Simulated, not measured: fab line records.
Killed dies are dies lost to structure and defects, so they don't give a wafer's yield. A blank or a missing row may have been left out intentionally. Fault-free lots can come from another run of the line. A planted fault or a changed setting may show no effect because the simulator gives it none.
fab line records	flow n5Finfet
[record] lots = 5	wafers = 15	lastDay = 19
route steps=1938 shown BEOL_M3@1012 BEOL_M4@1021 PASSIVATION@1936
lots with no fault: from the same line, run without faults
startH: the number of hours between the record's first day and the start of the first shown wafer of the lot	waitH: time in hours since the lot's previous step	" unchanged from the row above	L1.1+2: a single row standing in for several wafers	- no value present, or no start provided	* or withheld: withheld	< > ~ a bound
route shown NAME@n: a module of which the file shows steps, and the number in the route of the first	usual: mean/standard deviation taken from wafers without a fault	same: alike in all rows	chamber/n: place in a boat	sites: the reading at each site	_std_site: the values' standard deviation	_edge_site: outer sites' mean less inner sites'	radiusMm: how far each site lies from the wafer's centre	mask NAME#n: copy n	behind: the last tool/chamber to shape the wafer	hold: why the lot went on hold/how many hours it stayed there/how the hold came to an end	device: the transistor (n, p or np) that didn't switch	end of line: at the end of the route, the tests of the same wafers	a step without rows: its recipe alone	killed: dies that structure and defects cost at the first sort, which is not the same as the wafer's yield	map: a wafer's dies, x killed, . not, _ none there
set.NAME: the setting that was run; set.NAME@STEP: the one run at that earlier step	model.NAME: the simulator's own value behind a step, which no gauge read
a table for each step, a row for each wafer; lots at some steps of the route
services: the hour from which a tool's chamber was out of use, counted from the record's first day as startH (under 0 if before that day), plus the number of hours and why
[[steps]]
[step N5_BEOL_M3_ANNEAL_51]
[recipe] tempC = 225	timeS = 90	ambient = N2
[usual] wafer_temp_C_max = 225.97/0.24
lot.wafer	tool	chamber	startH	waitH	wafer_temp_C_max
L710.1	rtpAnneal-02	0	235.83	0.1	225.63
L710.3	"	0	"	"	226.15
L710.5	"	0	"	"	225.95
L715.1	rtpAnneal-02	0	240.87	0.1	226.08
L715.5	"	0	"	"	226.12
L715.6	"	0	"	"	226.13
L714.1	rtpAnneal-01	0	248.97	0.1	225.81
L714.3	"	0	"	"	226.20
L714.4	"	0	"	"	226.27
L718.1	rtpAnneal-01	0	257.48	0.1	226.05
L718.2	"	0	"	"	225.74
L718.6	"	0	"	"	225.69
L725.2	rtpAnneal-02	0	305.14	0.1	225.88
L725.3	"	0	"	"	226.07
L725.4	"	0	"	"	225.48
[step N5_BEOL_M3_CMP_52]
[recipe] stopOn = SiOC	tOverpolishS = 6.8	downForcePsi = 1	platenRpm = 50	clearingPlatenDownForcePsi = 1.5	clearingPlatenRpm = 50	postCmpClean = cuAlkaline	targetThkNm = 40	clearingPlatenPadVelocityMS = 0.99484	padVelocityMS = 0.99484
[usual] barrierFieldEndpointS = 24.8/0.94	motorCurrentA = 6.0/0.47	overpolishRunS = 6.799/0.0093	timeToEndpointS = 63/4.7
lot.wafer	tool	chamber	startH	waitH	barrierFieldEndpointS	motorCurrentA	overpolishRunS	timeToEndpointS
L710.1	cmp-04	3	236.21	0.3	24.7	6.3	6.782	65
L710.3	"	0	"	"	25.1	6.6	6.795	64
L710.5	"	2	"	"	24.0	5.9	6.801	61
L715.1	cmp-03	3	241.29	0.4	26.6	6.1	6.802	68
L715.5	"	0	"	"	26.1	5.7	6.789	67
L715.6	"	1	"	"	25.4	5.5	6.806	63
L714.3	cmp-04	2	249.31	0.2	23.1	5.9	6.814	56
L714.4	"	3	"	"	23.3	6.0	6.791	59
L714.1	"	0	"	"	23.4	6.3	6.810	63
L718.1	cmp-03	2	257.78	0.3	24.4	4.9	6.779	61
L718.2	"	1	"	"	24.2	5.7	6.790	62
L718.6	"	3	"	"	25.2	6.1	6.795	62
L725.4	cmp-04	0	305.39	0.1	24.4	6.0	6.809	66
L725.3	"	1	"	"	22.7	6.2	6.792	50
L725.2	"	3	"	"	24.7	6.1	6.800	62
[step N5_BEOL_M3_THK_MEAS_53]
[recipe] thkMeasGauge = xrf	reads = Cu_of_BEOL_M3_ECD_50
[usual] M3_THK = 40.1/2.2
lot.wafer	tool	chamber	startH	waitH	M3_THK[nm]
L710.1	filmMetro-02	-	236.43	-	40.8
L710.3	"	-	"	"	41.9
L710.5	"	-	"	"	42.1
L715.1	filmMetro-01	-	241.47	-	38.7
L715.5	"	-	"	"	40.7
L715.6	"	-	"	"	40.2
L714.1	filmMetro-02	-	249.58	0.2	38.0
L714.3	"	-	"	"	39.4
L714.4	"	-	"	"	40.2
L718.1	filmMetro-02	-	258.07	-	39.7
L718.2	"	-	"	"	38.8
L718.6	"	-	"	"	39.4
L725.2	filmMetro-02	-	305.68	-	36.9
L725.3	"	-	"	"	38.0
L725.4	"	-	"	"	39.8
[step N5_BEOL_M3_PRE_CLEAN_60]
[recipe] gas = NH3/H2	timeS = 15	tempC = *	rfPowerW = 300
[step N5_BEOL_M3_CO_CAP_55]
[recipe] material = Co	targetThkA = 20	tempC = 200	precursor = CCTBA/H2	pressureTorr = 30	timeS = 102.1
[step N5_BEOL_M3_PRE_CLEAN_56]
[recipe] gas = NH3	timeS = 15	tempC = withheld	rfPowerW = 300
[step N5_BEOL_M3_DEP_57]
[recipe] material = SiCN	targetThkA = 80	tempC = withheld	precursor = 3MS/NH3	pressureTorr = 3	rfW = 202	timeS = 14
[usual] rfFwdPowerW = 199.1/1	showerheadPlenumPTorr = 3.659/0.014	throttleValvePct = 9.1/0.59
lot.wafer	tool	chamber	startH	waitH	rfFwdPowerW	showerheadPlenumPTorr	throttleValvePct
L710.1	pecvd-01	2	236.62	0.0	200.0	3.645	8.6
L710.3	"	1	"	"	197.4	3.671	8.9
L710.5	"	2	"	"	199.0	3.641	8.3
L715.1	pecvd-01	1	241.66	0.0	196.8	3.682	9.3
L715.5	"	2	"	"	199.3	3.640	8.6
L715.6	"	1	"	"	197.5	3.676	9.2
L714.1	pecvd-03	2	249.78	0.0	198.9	3.645	8.2
L714.3	"	2	"	"	197.9	3.651	8.3
L714.4	"	1	"	"	200.6	3.671	9.5
L718.1	pecvd-03	2	258.26	0.0	200.6	3.654	8.1
L718.2	"	0	"	"	197.7	3.670	9.0
L718.6	"	1	"	"	199.6	3.678	9.6
L725.2	pecvd-01	2	305.88	0.0	200.8	3.644	8.8
L725.3	"	0	"	"	200.1	3.637	9.4
L725.4	"	2	"	"	199.7	3.643	8.4
[step N5_BEOL_M3_RS_MEAS_58]
[recipe] thkMeasGauge = four-point-probe	reads = Co_of_BEOL_M3_CO_CAP_55+Cu_of_BEOL_M3_ECD_50+Co_of_BEOL_M3_CVD_47+TaN_of_BEOL_M3_ALD_84
[usual] M3_RS = 0.69/0.049
lot.wafer	tool	chamber	startH	waitH	M3_RS[ohm/sq]
L710.1	filmMetro-02	-	236.69	0.0	0.67
L710.3	"	-	"	"	0.64
L710.5	"	-	"	"	0.64
L715.1	filmMetro-02	-	241.73	0.0	0.71
L715.5	"	-	"	"	0.68
L715.6	"	-	"	"	0.68
L714.1	filmMetro-02	-	249.87	0.1	0.73
L714.3	"	-	"	"	0.70
L714.4	"	-	"	"	0.69
L718.1	filmMetro-01	-	258.33	0.0	0.69
L718.2	"	-	"	"	0.72
L718.6	"	-	"	"	0.70
L725.2	filmMetro-01	-	305.94	0.1	0.77
L725.3	"	-	"	"	0.74
L725.4	"	-	"	"	0.69
[step N5_BEOL_M3_INSPECT_59]
[recipe] inspectInstrument = darkfield	mode = postDep
[usual] rawDefectCount = 72/22
lot.wafer	tool	chamber	startH	waitH	rawDefectCount
L710.1	defectInspect-02	-	236.72	0.0	116
L710.3	"	-	"	"	62
L710.5	"	-	"	"	81
L715.1	defectInspect-02	-	241.75	0.0	94
L715.5	"	-	"	"	119
L715.6	"	-	"	"	73
L714.1	defectInspect-01	-	249.89	0.0	63
L714.3	"	-	"	"	73
L714.4	"	-	"	"	59
L718.1	defectInspect-01	-	258.36	0.0	99
L718.2	"	-	"	"	55
L718.6	"	-	"	"	70
L725.2	defectInspect-01	-	305.97	0.0	62
L725.3	"	-	"	"	71
L725.4	"	-	"	"	73
[step N5_BEOL_M4_ILD_DEP_00]
[recipe] material = SiOC	targetThkA = 790	tempC = 350	precursor = DEMS/O2	pressureTorr = 5	rfW = 500	timeS = 15.3
[usual] heaterPowerW = 478/74	rfFwdPowerW = 493.7/2.3	showerheadPlenumPTorr = 5.691/0.013	throttleValvePct = 11.8/0.65
lot.wafer	tool	chamber	startH	waitH	heaterPowerW	rfFwdPowerW	showerheadPlenumPTorr	throttleValvePct
L710.1	pecvd-02	2	236.75	0.0	294	493.9	5.691	10.6
L710.3	"	0	"	"	486	496.9	5.679	11.9
L710.5	"	2	"	"	301	493.6	5.699	10.9
L715.1	pecvd-01	1	241.79	0.0	495	491.2	5.710	12.2
L715.5	"	0	"	"	555	496.5	5.666	12.5
L715.6	"	1	"	"	495	491.2	5.712	12.5
L714.1	pecvd-02	0	249.93	0.0	445	494.1	5.674	11.7
L714.3	"	1	"	"	541	496.3	5.698	12.4
L714.4	"	0	"	"	456	493.5	5.687	11.5
L718.1	pecvd-03	2	258.39	0.0	524	492.4	5.679	10.8
L718.2	"	0	"	"	525	490.9	5.691	11.7
L718.6	"	1	"	"	439	494.5	5.705	12.7
L725.2	pecvd-02	2	306.01	0.0	361	495.0	5.690	10.9
L725.3	"	0	"	"	489	496.0	5.684	11.8
L725.4	"	0	"	"	469	496.7	5.700	11.9
[step N5_BEOL_M4_THK_MEAS_01]
[recipe] reads = SiOC_of_BEOL_M4_ILD_DEP_00
[usual] M4_ILD_THK = 79.0/1.1
lot.wafer	tool	chamber	startH	waitH	M4_ILD_THK[nm]
L710.1	filmMetro-02	-	236.82	0.0	78.6
L710.3	"	-	"	"	78.0
L710.5	"	-	"	"	80.6
L715.1	filmMetro-01	-	241.86	0.0	77.6
L715.5	"	-	"	"	79.4
L715.6	"	-	"	"	79.1
L714.1	filmMetro-01	-	250.00	0.0	78.2
L714.3	"	-	"	"	77.8
L714.4	"	-	"	"	80.0
L718.1	filmMetro-01	-	258.46	0.0	77.9
L718.2	"	-	"	"	78.9
L718.6	"	-	"	"	79.7
L725.2	filmMetro-02	-	306.07	0.1	79.6
L725.3	"	-	"	"	77.2
L725.4	"	-	"	"	79.4
[step N5_BEOL_M4_PECVD_72]
[recipe] material = SiO2	targetThkA = 160	tempC = 400	precursor = TEOS/O2	pressureTorr = 5.5	rfW = 450	teosFlowSccm = 53.8	gas = O2	flowSccm = 3000	timeS = 18
[step N5_BEOL_M4_HM_DEP_02]
[recipe] material = TiN	targetThkA = 200	tempC = 25	chamberPressurePa = 0.49996
[usual] throttleValvePct = 30.4/0.73
lot.wafer	tool	chamber	startH	waitH	throttleValvePct
L710.1	pvdSputter-02	-	239.06	2.2	30.5
L710.3	"	-	"	"	29.9
L710.5	"	-	"	"	30.4
L715.1	pvdSputter-03	-	244.58	2.7	32.0
L715.5	"	-	"	"	29.8
L715.6	"	-	"	"	29.3
L714.1	pvdSputter-01	-	250.74	0.7	30.8
L714.3	"	-	"	"	29.7
L714.4	"	-	"	"	30.9
L718.1	pvdSputter-03	-	259.04	0.5	32.0
L718.2	"	-	"	"	30.8
L718.6	"	-	"	"	29.2
L725.2	pvdSputter-02	-	307.06	0.9	30.2
L725.3	"	-	"	"	31.0
L725.4	"	-	"	"	30.2
[step N5_BEOL_M4_COAT_61]
[recipe] resist = SOC	tempC = 250	timeS = 60	spinRpm = 1500	resistThkNm = 60
[step N5_BEOL_M4_COAT_62]
[recipe] resist = SiARC	tempC = 220	timeS = 60	spinRpm = 1500	resistThkNm = 12
[step N5_BEOL_M4_COAT_73]
[recipe] resist = underlayer	tempC = 205	timeS = 60	spinRpm = 1500	resistThkNm = 5
[step N5_BEOL_M4_COAT_05]
[recipe] resist = CAR-EUV	spinRpm = 1500	resistThkNm = 30
[step N5_BEOL_M4_EBR_07]
[recipe] solvent = PGMEA	ebrWidthMm = 1.5
[step N5_BEOL_M4_SOFTBAKE_06]
[recipe] tempC = 110	timeS = 60	resist = CAR-EUV
[step N5_BEOL_M4_EXPOSE_08]
[recipe] maskId = M4	na = 0.33	sourceShape = dipole	sigmaInner = 0.369	sigmaOuter = 0.767	polarization = unpolarized	doseMj = 41.25
[step N5_BEOL_M4_PEB_09]
[recipe] pebTempC = 100	pebTimeS = 60	resist = CAR-EUV
[step N5_BEOL_M4_DEVELOP_10]
[recipe] developTimeS = 30	developer = TMAH	resist = CAR-EUV	rinseLiquid = surfactantRinse	dry = airSpin	devTempC = 23
[step N5_BEOL_M4_CD_MEAS_11]
[recipe] targetCdNm = 16.79	landingEnergyEv = 500	detector = seInlens	polarity = opening
[usual] cdNm = 16.75/0.24
lot.wafer	tool	chamber	startH	waitH	cdNm
L710.1	cdSem-02	0	239.45	-	17.26
L710.3	"	0	"	"	17.02
L710.5	"	0	"	"	16.94
L715.1	cdSem-03	0	244.98	-	16.76
L715.5	"	0	"	"	16.83
L715.6	"	0	"	"	16.90
L714.1	cdSem-03	0	251.14	-	16.44
L714.3	"	0	"	"	16.41
L714.4	"	0	"	"	16.70
L718.1	cdSem-02	0	259.43	-	16.82
L718.2	"	0	"	"	16.80
L718.6	"	0	"	"	16.44
L725.2	cdSem-01	0	307.45	-	16.49
L725.3	"	0	"	"	16.71
L725.4	"	0	"	"	16.77
[step N5_BEOL_M4_OVL_MEAS_12]
[recipe] pointsPerWafer = 522
[usual] M4_OVL = 0.0/0.79
lot.wafer	tool	chamber	startH	waitH	M4_OVL[nm]
L710.1	overlay-01	0	239.49	0.0	-0.8
L710.3	"	0	"	"	-1.3
L710.5	"	0	"	"	-1.0
L715.1	overlay-01	0	245.01	0.0	0.0
L715.5	"	0	"	"	-0.2
L715.6	"	0	"	"	-1.4
L714.1	overlay-01	0	251.17	0.0	0.4
L714.3	"	0	"	"	0.5
L714.4	"	0	"	"	0.3
L718.1	overlay-01	0	259.46	0.0	-0.5
L718.2	"	0	"	"	-1.6
L718.6	"	0	"	"	-1.1
L725.2	overlay-01	0	307.49	0.0	1.6
L725.3	"	0	"	"	0.0
L725.4	"	0	"	"	2.4
[step N5_BEOL_M4_INSPECT_13]
[recipe] mode = adi	inspectInstrument = brightfield
[usual] rawDefectCount = 406/100
lot.wafer	tool	chamber	startH	waitH	rawDefectCount
L710.1	defectInspect-01	-	239.55	0.1	408
L710.3	"	-	"	"	334
L710.5	"	-	"	"	339
L715.1	defectInspect-01	-	245.07	0.1	522
L715.5	"	-	"	"	586
L715.6	"	-	"	"	426
L714.1	defectInspect-02	-	251.22	0.1	437
L714.3	"	-	"	"	327
L714.4	"	-	"	"	395
L718.1	defectInspect-01	-	259.52	0.1	592
L718.2	"	-	"	"	860
L718.6	"	-	"	"	328
L725.2	defectInspect-01	-	307.54	0.0	327
L725.3	"	-	"	"	351
L725.4	"	-	"	"	352
[step N5_BEOL_M4_DESCUM_16]
[recipe] chemistry = O2	timeS = 7	sourcePowerW = 50	biasPowerW = 20	pressureMtorr = 20	rfFrequencyHz = 2.712e+07	tempC = 40	resist = CAR-EUV	o2FlowSccm = 225
[usual] drypumpMotorCurrentA = 5.5/0.51	oesProductAu = 0.79/0.079	rfFwdPowerW = 49.44/0.23	rfVppV = 243.1/1.3	showerheadPlenumPTorr = 2.09/0.062	throttleValvePct = 20.18/0.2
lot.wafer	tool	chamber	startH	waitH	drypumpMotorCurrentA	oesProductAu	rfFwdPowerW	rfHoursCounterH	rfVppV	showerheadPlenumPTorr	throttleValvePct
L710.1	rieDiel-05	3	239.58	0.0	5.2	0.90	49.49	34	241.1	2.04	20.10
L710.3	"	0	"	"	5.3	0.79	49.44	117	243.4	2.09	20.25
L710.5	"	2	"	"	5.4	0.75	49.67	-	243.0	2.08	19.99
L715.1	rieDiel-05	3	245.22	0.1	5.3	0.92	49.43	36	240.9	2.04	20.10
L715.5	"	2	"	"	5.4	0.76	49.50	-	241.2	2.08	19.98
L715.6	"	3	"	"	5.3	0.92	49.44	-	241.4	2.04	20.11
L714.1	rieDiel-05	3	251.26	0.0	5.2	0.90	49.41	38	244.3	2.04	20.11
L714.3	"	1	"	"	6.4	0.85	49.42	55	243.7	2.03	19.97
L714.4	"	0	"	"	5.3	0.79	49.53	121	242.2	2.09	20.25
L718.1	rieDiel-01	3	259.56	0.0	5.7	0.80	49.26	87	241.6	2.03	20.07
L718.2	"	1	"	"	5.1	0.71	49.67	191	243.7	2.18	20.46
L718.6	"	0	"	"	5.5	0.69	49.38	-	243.4	2.08	20.57
L725.2	rieDiel-04	0	307.58	0.0	5.7	0.92	48.94	13	242.2	2.05	19.95
L725.3	"	1	"	"	6.3	0.83	49.73	78	243.3	2.09	20.35
L725.4	"	1	"	"	6.3	0.82	49.65	-	242.4	2.09	20.32
[step N5_BEOL_M4_RC_MEAS_101]
[usual] DIBL_N = 37.1/2.6	DIBL_P = 38/3	IOFF_N = 0.18/0.052	IOFF_P = 0.25/0.06	ION_N = 678/15	ION_P = 467/8.6	SS_N = 71.7/0.73	SS_P = 73.7/0.89	VT_N = 249/4.3	VT_P = -248/3.8
lot.wafer	tool	chamber	startH	waitH	DIBL_N[mV/V]	DIBL_P[mV/V]	IOFF_N[nA/um]	IOFF_P[nA/um]	ION_N[uA/um]	ION_P[uA/um]	SS_N[mV/dec]	SS_P[mV/dec]	VT_N[mV]	VT_P[mV]
L710.1	prober-02	0	282.31	0.0	39.6	38	0.20	0.29	683	470	71.4	74.2	249	-248
L710.3	"	0	"	"	42.2	40	0.27	0.33	707	479	72.9	74.7	246	-244
L710.5	"	0	"	"	41.9	42	0.26	0.40	686	475	72.3	75.1	245	-241
L715.1	prober-01	0	283.30	0.0	37.1	36	0.14	0.20	666	460	72.2	73.3	255	-252
L715.5	"	0	"	"	43.6	45	0.32	0.39	697	470	73.7	75.6	241	-243
L715.6	"	0	"	"	37.1	38	0.17	0.23	691	476	71.6	72.9	247	-250
L714.1	prober-02	0	285.00	0.0	35.9	34	0.15	0.21	688	473	70.5	73.0	248	-248
L714.3	"	0	"	"	40.0	39	0.22	0.29	679	467	73.0	74.0	247	-245
L714.4	"	0	"	"	42.2	41	0.31	0.35	705	475	72.6	75.0	242	-241
L718.1	prober-02	0	300.21	0.0	42.1	43	0.31	0.34	700	469	73.5	74.7	243	-244
L718.2	"	0	"	"	39.0	41	0.23	0.31	687	468	72.3	74.8	241	-246
L718.6	"	0	"	"	34.3	35	0.14	0.21	663	462	70.7	72.8	251	-247
L725.2	prober-01	0	348.81	0.2	38.7	41	0.21	0.26	686	463	72.1	74.4	248	-248
L725.3	"	0	"	"	38.3	40	0.20	0.23	684	463	71.8	74.2	245	-250
L725.4	"	0	"	"	34.2	37	0.13	0.20	666	464	70.8	72.9	253	-252
[step N5_PASSIVATION_PROBE_49]
[usual] defectLimitedYield = 91.4/1.4	killed_at_M0_to_M3 = 34/9.1	killed_at_M4_up = 14/5.2	killedAtContacts = 12/6.4	killedAtFrontEnd = 38/11	killedAtOther = 3.7/2.8	killedDies = 102/17	killedOpen = 68/13	killedShort = 32/7.8	sort_bin_4_leakage = 0.05/0.3	sort_bin_5_function = 5.1/1	sort_bin_6_memory = 3.2/0.66	sortNPass = 1076/19	sortYieldPct = 91.2/1.6
[same] grossDies = 1180	killedAtBackSide = 0	sort_bin_8_speed[%] = 0
lot.wafer	tool	chamber	startH	waitH	defectLimitedYield[%]	killed_at_M0_to_M3	killed_at_M4_up	killedAtContacts	killedAtFrontEnd	killedAtOther	killedDies	killedOpen	killedShort	sort_bin_4_leakage[%]	sort_bin_5_function[%]	sort_bin_6_memory[%]	sortNPass	sortYieldPct[%]
L710.1	prober-02	-	391.15	0.0	91.7	28	17	8	42	3	98	68	29	0	5.6	2.5	1082	91.7
L710.3	prober-02	-	391.25	0.1	93.2	25	9	10	31	5	80	50	29	0	3.8	2.6	1100	93.2
L710.5	prober-02	-	391.35	0.2	91.9	35	11	19	30	1	96	74	21	0.42	5.0	2.8	1079	91.4
L714.1	prober-02	-	392.25	0.0	90.5	44	14	14	37	3	112	78	34	0	6.4	3.0	1068	90.5
L714.3	prober-02	-	392.35	0.1	90.7	42	17	22	27	2	110	84	25	0	5.3	4.0	1070	90.7
L714.4	prober-02	-	392.40	0.2	90.5	38	23	8	41	2	112	88	24	0.08	5.6	3.6	1067	90.4
L715.1	prober-02	-	394.22	0.0	90.5	29	28	7	47	1	112	58	54	0	6.0	3.0	1068	90.5
L715.5	prober-02	-	394.42	0.2	91.4	30	15	11	39	7	102	69	30	0.93	4.2	4.2	1067	90.4
L715.6	prober-02	-	394.47	0.3	91.2	33	22	8	38	3	104	78	26	0	5.1	3.5	1076	91.2
L718.1	prober-01	-	405.24	0.0	90.6	39	11	9	50	2	111	75	34	0.76	5.4	3.9	1060	89.8
L718.2	prober-01	-	405.29	0.1	83.7	25	128	8	31	0	192	44	28	0	10.5	3.7	988	83.7
L718.6	prober-01	-	405.49	0.3	90.0	55	9	4	45	5	118	79	38	0	6.3	3.4	1062	90.0
L725.2	prober-01	-	450.93	0.1	89.4	45	17	20	39	4	125	77	48	0	6.5	3.6	1055	89.4
L725.3	prober-01	-	450.98	0.1	91.2	48	7	12	34	3	104	59	45	0	5.3	3.5	1076	91.2
L725.4	prober-01	-	451.03	0.2	89.2	42	18	13	52	2	127	88	37	0	7.0	3.4	1053	89.2
// killed by level:class
L710.1 STI_FIN_REVEAL:geometricParticle:open=13 FIN_SAQP:geometricParticle:short=9 BEOL_M2:geometricParticle:open=9 BEOL_M0_SAQP:geometricParticle:open=7 BEOL_M4:geometricParticle:open=7 MOL_CONTACT_COAG:geometricParticle:open=6 BEOL_M3:geometricParticle:open=6 FIN_SAQP:geometricParticle:open=5
L710.3 FIN_SAQP:geometricParticle:short=12 BEOL_M2:geometricParticle:open=11 MOL_CONTACT_COAG:geometricParticle:open=7 BEOL_M3:geometricParticle:open=5 FIN_SAQP:geometricParticle:open=4 STI_FIN_REVEAL:geometricParticle:open=4 ILD0:geometricParticle:short=4 BEOL_M4:geometricParticle:open=4
L710.5 MOL_CONTACT_COAG:geometricParticle:open=17 BEOL_M2:geometricParticle:open=13 STI_FIN_REVEAL:geometricParticle:open=12 BEOL_M3:geometricParticle:open=10 FIN_SAQP:geometricParticle:open=4 BEOL_M5:geometricParticle:open=4 FIN_SAQP:geometricParticle:short=3 DUMMY_GATE:geometricParticle:open=3
L714.1 MOL_CONTACT_COAG:geometricParticle:open=13 BEOL_M2:geometricParticle:open=12 BEOL_M3:geometricParticle:open=11 FIN_SAQP:geometricParticle:open=7 BEOL_M0_SAQP:geometricParticle:short=7 BEOL_M5:geometricParticle:open=6 BEOL_M1:geometricParticle:open=5 FIN_SAQP:geometricParticle:short=4
L714.3 MOL_CONTACT_COAG:geometricParticle:open=19 BEOL_M3:geometricParticle:open=13 BEOL_M4:geometricParticle:open=12 BEOL_M2:geometricParticle:open=11 GATE_CUT:geometricParticle:short=7 BEOL_M1:geometricParticle:open=6 STI_FIN_REVEAL:geometricParticle:open=4 BEOL_M0_SAQP:geometricParticle:short=4
L714.4 FIN_SAQP:geometricParticle:open=13 BEOL_M2:geometricParticle:open=13 BEOL_M4:geometricParticle:open=13 BEOL_M3:geometricParticle:open=9 MOL_CONTACT_COAG:geometricParticle:open=7 BEOL_M1:geometricParticle:open=6 DUMMY_GATE:geometricParticle:open=5 SPACER0:geometricParticle:open=4
L715.1 FIN_SAQP:geometricParticle:short=21 BEOL_M4:geometricParticle:open=12 FIN_SAQP:geometricParticle:open=6 DUMMY_GATE:geometricParticle:open=6 BEOL_M1:geometricParticle:open=6 BEOL_M0_SAQP:geometricParticle:short=5 MOL_CONTACT_COAG:geometricParticle:short=4 BEOL_M0_SAQP:geometricParticle:open=4
L715.5 MOL_CONTACT_COAG:geometricParticle:open=10 BEOL_M0_SAQP:geometricParticle:short=8 FIN_SAQP:geometricParticle:open=7 FIN_SAQP:geometricParticle:short=7 DUMMY_GATE:geometricParticle:open=7 BEOL_M2:geometricParticle:open=7 BEOL_M4:geometricParticle:open=7 BEOL_M0_SAQP:geometricParticle:open=6
L715.6 FIN_SAQP:geometricParticle:open=18 BEOL_M4:geometricParticle:open=11 BEOL_M0:geometricParticle:open=7 MOL_CONTACT_COAG:geometricParticle:open=5 BEOL_M0_SAQP:geometricParticle:short=5 BEOL_M0_SAQP:geometricParticle:open=5 STI_FIN_REVEAL:geometricParticle:open=4 BEOL_M1:geometricParticle:open=4
L718.1 FIN_SAQP:geometricParticle:open=14 FIN_SAQP:geometricParticle:short=9 MOL_CONTACT_COAG:geometricParticle:open=8 BEOL_M0_SAQP:geometricParticle:open=8 BEOL_M0_SAQP:geometricParticle:short=8 BEOL_M1:geometricParticle:open=8 BEOL_M2:geometricParticle:open=6 GATE_CUT:geometricParticle:open=5
L718.2 BEOL_M4:unspecified=118 FIN_SAQP:geometricParticle:open=7 MOL_CONTACT_COAG:geometricParticle:open=7 BEOL_M2:geometricParticle:open=6 BEOL_M2:geometricParticle:short=6 GATE_CUT:geometricParticle:short=5 BEOL_M0_SAQP:geometricParticle:open=5 STARTING-WAFER:geometricParticle:short=4
L718.6 FIN_SAQP:geometricParticle:open=14 BEOL_M0_SAQP:geometricParticle:open=14 BEOL_M2:geometricParticle:open=12 BEOL_M0_SAQP:geometricParticle:short=8 FIN_SAQP:geometricParticle:short=7 BEOL_M1:geometricParticle:open=7 GATE_CUT:geometricParticle:open=6 DUMMY_GATE:geometricParticle:open=5
L725.2 FIN_SAQP:geometricParticle:short=15 MOL_CONTACT_COAG:geometricParticle:open=13 BEOL_M3:geometricParticle:open=10 BEOL_M4:geometricParticle:open=8 BEOL_M2:geometricParticle:open=8 MOL_CONTACT_COAG:geometricParticle:short=7 BEOL_M0_SAQP:geometricParticle:open=7 BEOL_M0_SAQP:geometricParticle:short=6
L725.3 BEOL_M0_SAQP:geometricParticle:short=16 MOL_CONTACT_COAG:geometricParticle:open=11 FIN_SAQP:geometricParticle:short=10 BEOL_M3:geometricParticle:open=9 FIN_SAQP:geometricParticle:open=7 BEOL_M0_SAQP:geometricParticle:open=6 BEOL_M1:geometricParticle:open=6 GATE_CUT:geometricParticle:short=5
L725.4 MOL_CONTACT_COAG:geometricParticle:open=13 BEOL_M2:geometricParticle:open=12 DUMMY_GATE:geometricParticle:open=10 FIN_SAQP:geometricParticle:open=9 FIN_SAQP:geometricParticle:short=9 BEOL_M0_SAQP:geometricParticle:open=8 BEOL_M3:geometricParticle:open=8 BEOL_M4:geometricParticle:open=8
// map L718.2 (x killed, . not)
_________________.........x..________________
______________x................._____________
___________............x...........__________
__________.......x.x..x........x...._________
________...................x.........._______
_______....x...x....x.x................______
______............................x....._____
_____.......x..x...............x.........____
____.......................x.x............___
___................................x.....x.__
___........................x....x..........__
__...x..x.......x............x.x.x....x...x._
__..........................xxxxx...x......._
_...........x.........x..x...xxxxxxx.........
_....x............x.x...x.xxxx.xxxxx.......x.
_............x....x....x.xxxxxxxxxxxx..xx....
_.....................xx.xxxxxxxxxxxx........
_.........x........x...xxxxxxxxxxxxxx........
_.................x......xxxxxxxxxxxx........
_..........x.x.........x.xxxxxxxxxxxxx.......
_.........................xxxxxxxxx......x...
__..........................xxxxxxxx.x......_
__.................x.........xxxx........x.._
___..............x..........xxx....x.......__
___.....x..............x....xxx............__
____.x.......................x............___
_____.........x......x.............x...x.____
______x.........................x...x..._____
_______..x..x..........................______
________....x.x..x...........x........_______
__________...x........x............._________
___________................x.x.....__________
______________.................._____________
_________________..........xx________________
// map L715.1 (x killed, . not)
_________________..x...x.....________________
______________.................._____________
___________...................x....__________
__________................x........._________
________...x...xx........x............_______
_______...........x...............x....______
______........x........................._____
_____.........x..................x.......____
____......................x......x.....xx.___
___........................................__
___..................x.x...............x...__
__.....x....x..x......x.x..x....xx.......x.._
__........x.x..............................._
_....x.......x...................x...........
_..........xx.......x.......x....x.......x...
_........x...x...............x...............
_..x....................x....................
_....x.x.........xx...............xx...x..x..
_........................x...x..x....x.......
_.....x...........x.x........x........x.....x
_......................x.......x.............
__.............x..x.x..............x.x..x..._
__...................x......................_
___.............x..............xx..........__
___x......x..............x................x__
____..x.....x........x.........x.x........___
_____...x.........x......xx..............____
______........x...x...................x._____
_______..x....................x........______
________.......x...x.x.....x...x...x.._______
__________..........xx.......x..x..._________
___________...x...x..x....x.x......__________
______________...........xx..x.._____________
_________________......x.....________________
[[services]]
tool	chamber	startH	hours	kind
rtpAnneal-02	-	219.09	5.3	pm
cmp-04	-	221.71	4.0	pm
cmp-04	-	225.71	-	consumableReplace:conditioner
cmp-04	-	225.71	-	consumableReplace:pad
rieDiel-01	3	226.33	4.3	repair
rieDiel-05	1	232.14	1.4	repair
pecvd-03	2	238.13	4.2	repair
rieDiel-01	2	238.47	-	clean
rieDiel-01	2	238.47	-	consumableReplace:focusRing
rieDiel-01	2	238.47	-	consumableReplace:showerhead
rieDiel-01	2	238.47	17.9	scheduledDown
rieDiel-01	2	238.47	17.9	ventCycle
cmp-04	-	239.49	3.6	repair
pecvd-03	0	248.51	5.5	scheduledDown
rieDiel-04	0	249.99	-	clean
rieDiel-04	0	249.99	-	consumableReplace:focusRing
pecvd-03	-	251.82	0.4	repair
cmp-03	-	278.64	4.0	pm
pecvd-01	0	280.33	2.1	scheduledDown
cmp-03	-	282.64	-	consumableReplace:conditioner
cmp-03	-	282.64	-	consumableReplace:pad
pecvd-03	0	283.05	2.1	scheduledDown
cmp-04	-	283.36	2.0	repair
pecvd-02	0	297.53	2.1	scheduledDown
[[key]]
[firstSign] step = N5_BEOL_M4_INSPECT_13	reading = rawDefectCount	direction = up	sigmas = 4.4	usual = 406	struck = 860
[effect] step = N5_PASSIVATION_PROBE_49	reading = killed_at_M4_up	direction = up	sigmas = 22	usual = 14	struck = 128
[moreKillsBornAt] N5_BEOL_M4_HM_DEP_02@pvdSputter-03 = 118
metAt N5_BEOL_M4_HM_DEP_02
struckWafers L718.2
[fault] kind = chamberParticleSource	tool = pvdSputter-03	chamber = -	onsetH = 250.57	steps = N5_BEOL_M4_HM_DEP_02	ratePerVisitCm2 = 0.82069	endH = 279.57	scope = struckWafersOnly
